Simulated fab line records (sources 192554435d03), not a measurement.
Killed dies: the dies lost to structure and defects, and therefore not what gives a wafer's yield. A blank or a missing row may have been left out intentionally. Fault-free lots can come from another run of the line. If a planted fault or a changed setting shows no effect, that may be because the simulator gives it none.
Split-lot experiment    flow n5_finfet    7 lots, 39 wafers read, on a route of 1938 steps

## THE SPLIT ITSELF
At N5_MOL_CONTACT_COAG_ETCH_47 (etches SiNx in CH3F/O2, stops on W, target depth 27 nm), the setting source_w was moved away from the recipe's 395 W on 15 of the 39 wafers read, by -16.9% to +9.9%. The other wafers ran this setting at the recipe's value.

The reading is taken at the split's own step.

## THE READING
etch.over_etch_s (the simulator's own value, which no gauge read), in s, at N5_MOL_CONTACT_COAG_ETCH_47 (etches SiNx in CH3F/O2, stops on W, target depth 27 nm). There is no usual value for it anywhere in the file. Average 5.153 s, standard deviation 0.097 s, over the 24 wafers here run with the recipe.

wafer   tool, chamber at the split  source_w as run, W  against the recipe  etch.over_etch_s, s  against lot-mates on the recipe
L075.1  rie_diel-06, 0              395                 recipe              5.004                -
L075.2  rie_diel-06, 2              395                 recipe              5.187                -
L075.3  rie_diel-06, 3              395                 recipe              5.04                 -
L075.4  rie_diel-06, 0              357.4               -9.5%               5.217                +0.140
L075.5  rie_diel-06, 2              357.4               -9.5%               5.408                +0.331
L075.6  rie_diel-06, 3              357.4               -9.5%               5.253                +0.176
L076.1  rie_diel-01, 3              395                 recipe              5.095                -
L076.2  rie_diel-01, 2              395                 recipe              5.17                 -
L076.6  rie_diel-01, 0              395                 recipe              5.218                -
L083.1  rie_diel-06, 3              434.3               +9.9%               4.864                -0.185
L083.2  rie_diel-06, 2              395                 recipe              5.203                -
L083.3  rie_diel-06, 1              434.3               +9.9%               4.748                -0.301
L083.4  rie_diel-06, 0              395                 recipe              4.956                -
L083.5  rie_diel-06, 0              395                 recipe              4.989                -
L083.6  rie_diel-06, 1              434.3               +9.9%               4.764                -0.285
L086.1  rie_diel-02, 2              345                 -12.7%              5.443                +0.309
L086.2  rie_diel-02, 0              395                 recipe              5.169                -
L086.3  rie_diel-02, 1              345                 -12.7%              5.607                +0.473
L086.4  rie_diel-02, 3              345                 -12.7%              5.364                +0.230
L086.5  rie_diel-02, 3              395                 recipe              5.123                -
L086.6  rie_diel-02, 2              395                 recipe              5.109                -
L092.1  rie_diel-02, 1              395                 recipe              5.258                -
L092.2  rie_diel-02, 0              395                 recipe              5.116                -
L092.3  rie_diel-02, 2              395                 recipe              5.162                -
L092.4  rie_diel-02, 3              395                 recipe              5.053                -
L092.5  rie_diel-02, 2              395                 recipe              5.047                -
L092.6  rie_diel-02, 1              395                 recipe              5.265                -
L093.1  rie_diel-01, 1              395                 recipe              5.241                -
L093.2  rie_diel-01, 3              358.7               -9.2%               5.446                +0.208
L093.3  rie_diel-01, 2              358.7               -9.2%               5.368                +0.130
L093.4  rie_diel-01, 0              395                 recipe              5.266                -
L093.5  rie_diel-01, 2              395                 recipe              5.206                -
L093.6  rie_diel-01, 1              358.7               -9.2%               5.484                +0.246
L094.1  rie_diel-01, 0              395                 recipe              5.287                -
L094.2  rie_diel-01, 3              395                 recipe              5.27                 -
L094.3  rie_diel-01, 2              328.1               -16.9%              5.598                +0.333
L094.4  rie_diel-01, 1              395                 recipe              5.239                -
L094.5  rie_diel-01, 0              328.1               -16.9%              5.636                +0.371
L094.6  rie_diel-01, 3              328.1               -16.9%              5.631                +0.366

THE FIT
A straight line over all 39 wafers: etch.over_etch_s changes by -0.0279 s for each +1% of source_w; r = -0.89; the points scatter about the line by 0.098 s.
The same after taking each lot's own level away (the mean of its wafers on the recipe; 39 wafers): -0.0234 s for each +1%; r = -0.92; scatter 0.072 s.
That fit puts the effect of the largest move of source_w on the reading at 0.4 s.
The span of the lots' own levels, 5.0493 to 5.2653 s, comes to 2.2 times the standard deviation stated above.
So the lot-to-lot level changes the slope: the two fits differ.
Check: for one of the wafers moved furthest among these (-16.9%), held out of the fit, the line's prediction against its lot-mates is +0.401 s. It came out at +0.333 s against them.
Tool readings at the split's step, against how far the setting was moved: etch_rf_on_time_s r = -0.89.

## THESE WAFERS: OTHER SPLITS
These wafers also went through other splits before the reading. Each is held against what the fit with the lots' levels taken away leaves over:
other split on the same wafers          wafers away from the commonest value  r with etch.over_etch_s (lot level and that fit taken away)
N5_DUMMY_GATE_ETCH_42 bias_w            12                                    +0.02
N5_SD_EPI_N_ETCH_35 time_s              15                                    +0.14
N5_SD_EPI_N_ETCH_45 target_depth_a      15                                    -0.05
N5_GATE_CUT_EXPOSE_10 dose_mj           9                                     +0.28
N5_MOL_CONTACT_COAG_ALD_123 ald_cycles  12                                    +0.12

## THE WHOLE CHAIN: every reading that the file lists as answering this split, in the file's order
step                         what it does                                            reading                                                            change (the file's fit)                r (the file's)
N5_MOL_CONTACT_COAG_ETCH_47  etches SiNx in CH3F/O2, stops on W, target depth 27 nm  etch_rf_on_time_s                                                  withheld for each +1% of the setting   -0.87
N5_MOL_CONTACT_COAG_ETCH_47  etches SiNx in CH3F/O2, stops on W, target depth 27 nm  etch.t_clear_s (the simulator's own value, which no gauge read)    -0.116 s for each +1% of the setting   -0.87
N5_MOL_CONTACT_COAG_ETCH_47  etches SiNx in CH3F/O2, stops on W, target depth 27 nm  etch.over_etch_s (the simulator's own value, which no gauge read)  -0.0232 s for each +1% of the setting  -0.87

## FILE'S OWN FIT
etch.over_etch_s changes by -0.0232 s for each +1% of source_w, r = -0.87.
